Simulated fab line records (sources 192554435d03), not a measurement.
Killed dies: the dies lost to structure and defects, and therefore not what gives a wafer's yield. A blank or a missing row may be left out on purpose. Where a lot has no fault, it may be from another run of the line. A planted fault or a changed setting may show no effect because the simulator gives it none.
Chamber matching    flow n5 finfet    N5_BEOL_M11_CURE_71 on uv cure-03: 3 sister chambers
The step cures SiCOH lowk, time 240 s. 30 wafers are shown with their chamber, then 12 later ones without.

== WAFERS PAIRED WITH THEIR CHAMBERS ==
wafer   chamber  wafer_temp_C_max  lamp power pct (%)
L074.1  1        386.6             52.34
L074.4  1        386.5             52.26
L074.6  1        386.6             52.38
L077.2  0        386.2             52.27
L077.3  0        385.9             52.27
L077.5  0        385.7             52.42
L082.3  0        385.9             52.39
L082.4  0        386.1             52.37
L082.6  0        386.0             52.42
L086.2  1        386.6             52.37
L086.3  1        387.1             52.23
L086.4  1        386.8             52.40
L084.1  0        386.9             52.35
L084.4  0        386.6             52.36
L084.5  0        386.2             52.30
L083.2  0        386.9             52.36
L083.3  0        386.4             52.32
L083.6  0        386.7             52.39
L085.2  1        386.5             52.37
L085.3  1        386.5             52.34
L085.4  1        386.2             52.30
L090.3  1        386.3             52.33
L090.4  1        386.2             52.18
L090.6  1        386.2             52.39
L088.2  2        386.7             52.36
L088.5  2        386.5             52.28
L088.6  2        386.4             52.25
L087.1  0        386.0             52.40
L087.2  0        386.6             52.47
L087.6  0        386.0             52.31

SIGNATURES, as means of the wafers listed above
reading           chamber 0  chamber 1  chamber 2  scatter within a chamber
wafer_temp_C_max  386.273    386.508    386.533    0.328
lamp power pct    52.3600    52.3242    52.2967    0.0625
Rule: a wafer lies at a distance from a chamber equal to the root of the sum of squares, over the readings, of (its reading less the chamber's mean, divided by the reading's scatter). The wafer belongs to the nearest chamber; if the next one is less than 2 further off, it can't be placed. The scatter: the root of (the sum of the squares of (reading less its chamber's mean) over the shown wafers, divided by (wafers less chambers)).

== WAFERS WITH NO CHAMBER GIVEN ==
wafer   wafer_temp_C_max  lamp power pct (%)
L091.3  386.2             52.40
L091.4  386.4             52.26
L091.5  386.8             52.39
L094.2  385.8             52.30
L094.3  386.5             52.33
L094.4  385.7             52.26
L095.1  386.4             52.30
L095.2  386.0             52.28
L095.6  386.6             52.40
L097.4  387.2             52.32
L097.5  386.7             52.32
L097.6  386.3             52.32

== WHICH CHAMBER EACH ONE RAN IN ==
wafer   from the rows above           in truth
L091.3  can't be placed: 0 or 1 or 2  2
L091.4  can't be placed: 2 or 1 or 0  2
L091.5  can't be placed: 1 or 0 or 2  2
L094.2  can't be placed: 0 or 1 or 2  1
L094.3  can't be placed: 1 or 2 or 0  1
L094.4  can't be placed: 0 or 2 or 1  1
L095.1  can't be placed: 2 or 1 or 0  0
L095.2  can't be placed: 0 or 2 or 1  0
L095.6  can't be placed: 0 or 1 or 2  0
L097.4  can't be placed: 2 or 1 or 0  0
L097.5  can't be placed: 1 or 2 or 0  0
L097.6  can't be placed: 1 or 0 or 2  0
0 of 12 placed correctly. From these rows, 12 cannot be placed; in 12 the true chamber is one of the candidates. Placed wrongly: 0.
